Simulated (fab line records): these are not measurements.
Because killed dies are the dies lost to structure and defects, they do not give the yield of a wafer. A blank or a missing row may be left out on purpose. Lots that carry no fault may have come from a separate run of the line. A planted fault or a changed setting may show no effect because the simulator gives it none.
Which tool was responsible? || flow n5_finfet || 24 lots with 72 wafers sampled at 2 steps, on a route of 1938 steps

## WHAT THE GAUGES READ, wafer by wafer
N5_BEOL_M2_CD_MEAS_11 targets a cd of 16.79 nm.
{"lot": "L074", "measured": "day 6 11:41", "on": "cd_sem-03", "cd_nm (nm)": "16.43 16.76 16.88"}
{"lot": "L075", "measured": "day 6 21:08", "on": "cd_sem-01", "cd_nm (nm)": "16.66 16.90 16.70"}
{"lot": "L076", "measured": "day 7 11:40", "on": "cd_sem-02", "cd_nm (nm)": "16.78 16.28 16.80"}
{"lot": "L077", "measured": "day 7 11:56", "on": "cd_sem-01", "cd_nm (nm)": "17.54 16.96 17.18"}
{"lot": "L078", "measured": "day 8 00:54", "on": "cd_sem-01", "cd_nm (nm)": "16.69 16.60 16.77"}
{"lot": "L079", "measured": "day 8 02:00", "on": "cd_sem-03", "cd_nm (nm)": "16.76 16.80 16.46"}
{"lot": "L080", "measured": "day 8 09:26", "on": "cd_sem-02", "cd_nm (nm)": "16.81 16.51 17.25"}
{"lot": "L081", "measured": "day 8 09:29", "on": "cd_sem-02", "cd_nm (nm)": "16.36 16.75 16.30"}
{"lot": "L082", "measured": "day 9 00:36", "on": "cd_sem-02", "cd_nm (nm)": "16.81 16.30 16.70"}
{"lot": "L083", "measured": "day 9 16:35", "on": "cd_sem-01", "cd_nm (nm)": "16.83 16.63 17.11"}
{"lot": "L084", "measured": "day 9 19:43", "on": "cd_sem-01", "cd_nm (nm)": "16.43 16.57 16.61"}
{"lot": "L086", "measured": "day 9 23:22", "on": "cd_sem-01", "cd_nm (nm)": "16.41 16.86 16.79"}
{"lot": "L088", "measured": "day 10 01:16", "on": "cd_sem-02", "cd_nm (nm)": "16.84 16.56 16.59"}
{"lot": "L085", "measured": "day 10 02:16", "on": "cd_sem-02", "cd_nm (nm)": "16.89 16.73 16.43"}
{"lot": "L087", "measured": "day 10 09:19", "on": "cd_sem-03", "cd_nm (nm)": "16.55 17.07 16.84"}
{"lot": "L091", "measured": "day 10 16:23", "on": "cd_sem-01", "cd_nm (nm)": "16.76 16.56 16.61"}
{"lot": "L090", "measured": "day 10 16:27", "on": "cd_sem-02", "cd_nm (nm)": "17.12 17.11 16.61"}
{"lot": "L089", "measured": "day 10 17:27", "on": "cd_sem-01", "cd_nm (nm)": "17.13 16.77 17.08"}
{"lot": "L092", "measured": "day 11 08:45", "on": "cd_sem-01", "cd_nm (nm)": "16.46 17.04 16.68"}
{"lot": "L093", "measured": "day 11 15:25", "on": "cd_sem-01", "cd_nm (nm)": "16.97 17.00 16.39"}
{"lot": "L094", "measured": "day 11 21:54", "on": "cd_sem-02", "cd_nm (nm)": "16.96 16.86 16.27"}
{"lot": "L095", "measured": "day 11 22:05", "on": "cd_sem-01", "cd_nm (nm)": "16.58 16.91 16.81"}
{"lot": "L096", "measured": "day 12 10:25", "on": "cd_sem-02", "cd_nm (nm)": "16.93 16.88 17.12"}
{"lot": "L097", "measured": "day 12 10:46", "on": "cd_sem-02", "cd_nm (nm)": "16.79 16.50 16.76"}

N5_BEOL_M2_OVL_MEAS_29.
{"lot": "L074", "measured": "day 6 17:34", "on": "overlay-01", "V1_OVL (nm)": "-1.4 0.3 -0.3"}
{"lot": "L075", "measured": "day 6 22:03", "on": "overlay-01", "V1_OVL (nm)": "-0.1 0.0 -0.9"}
{"lot": "L076", "measured": "day 7 12:44", "on": "overlay-01", "V1_OVL (nm)": "0.1 0.0 -0.6"}
{"lot": "L077", "measured": "day 7 13:02", "on": "overlay-02", "V1_OVL (nm)": "1.1 -0.6 0.0"}
{"lot": "L078", "measured": "day 8 01:50", "on": "overlay-01", "V1_OVL (nm)": "0.2 -0.4 0.5"}
{"lot": "L079", "measured": "day 8 03:07", "on": "overlay-01", "V1_OVL (nm)": "0.0 1.0 -0.2"}
{"lot": "L080", "measured": "day 8 10:34", "on": "overlay-01", "V1_OVL (nm)": "-1.5 -0.8 -0.6"}
{"lot": "L081", "measured": "day 8 10:38", "on": "overlay-01", "V1_OVL (nm)": "0.3 0.5 0.0"}
{"lot": "L082", "measured": "day 9 02:14", "on": "overlay-02", "V1_OVL (nm)": "0.2 0.6 1.3"}
{"lot": "L083", "measured": "day 9 17:41", "on": "overlay-01", "V1_OVL (nm)": "0.4 0.3 1.5"}
{"lot": "L084", "measured": "day 9 21:17", "on": "overlay-01", "V1_OVL (nm)": "-0.5 -0.6 -0.2"}
{"lot": "L086", "measured": "day 10 00:47", "on": "overlay-02", "V1_OVL (nm)": "0.1 0.0 0.2"}
{"lot": "L088", "measured": "day 10 02:20", "on": "overlay-01", "V1_OVL (nm)": "0.8 -0.4 0.9"}
{"lot": "L085", "measured": "day 10 03:19", "on": "overlay-02", "V1_OVL (nm)": "1.5 1.0 0.5"}
{"lot": "L087", "measured": "day 10 10:16", "on": "overlay-02", "V1_OVL (nm)": "-0.1 0.3 -0.6"}
{"lot": "L091", "measured": "day 10 17:31", "on": "overlay-01", "V1_OVL (nm)": "-0.1 0.3 -1.4"}
{"lot": "L090", "measured": "day 10 17:42", "on": "overlay-01", "V1_OVL (nm)": "-0.1 0.7 -0.1"}
{"lot": "L089", "measured": "day 10 18:22", "on": "overlay-02", "V1_OVL (nm)": "0.6 0.4 1.7"}
{"lot": "L092", "measured": "day 11 09:40", "on": "overlay-02", "V1_OVL (nm)": "-0.2 0.6 -0.6"}
{"lot": "L093", "measured": "day 11 16:42", "on": "overlay-01", "V1_OVL (nm)": "0.1 -0.6 -0.9"}
{"lot": "L094", "measured": "day 11 23:14", "on": "overlay-01", "V1_OVL (nm)": "-1.6 -0.8 -1.3"}
{"lot": "L095", "measured": "day 11 23:18", "on": "overlay-01", "V1_OVL (nm)": "0.0 -1.7 0.1"}
{"lot": "L096", "measured": "day 12 11:20", "on": "overlay-02", "V1_OVL (nm)": "-0.3 -0.8 -0.6"}
{"lot": "L097", "measured": "day 12 11:46", "on": "overlay-01", "V1_OVL (nm)": "0.4 -0.1 0.3"}

## TOOL THAT RAN EACH LOT (tool first, then ch and the chambers of the sampled wafers, then the start)
No process step before these readings appears in the record.

## WHAT THE TOOLS THEMSELVES READ (means of the sampled wafers that have a number; where no wafer has one, the mark that the record gives instead)
The record holds no such reading with a usual standard deviation.

## THE ANSWER, worked out from the rows above alone
Rule: the usual values come from the lots themselves. The widest of any qualifying gaps counts: lots, ordered by their means at a reading, are off when they make up no more than a third of the lots, leave a main group of 4 or more, and stand apart from it by 3 or more times the standard deviation of that group's means. If all means in a main group match to the digits the tables above print for the reading, that group is not used. Also off: a lot with no number at a reading for which 4 or more lots have one. All remaining lots with rows at the step are treated as sound. First the gauges in route order, then the tools' own readings, where a lot's mean is used as printed above. At the first step where some lot is off, the reading lying furthest off is the one used; lots without a number count as furthest.
No lot is off on any of the readings shown, so nothing can be concluded from this.

## WHAT THE SIMULATOR HAD PUT IN
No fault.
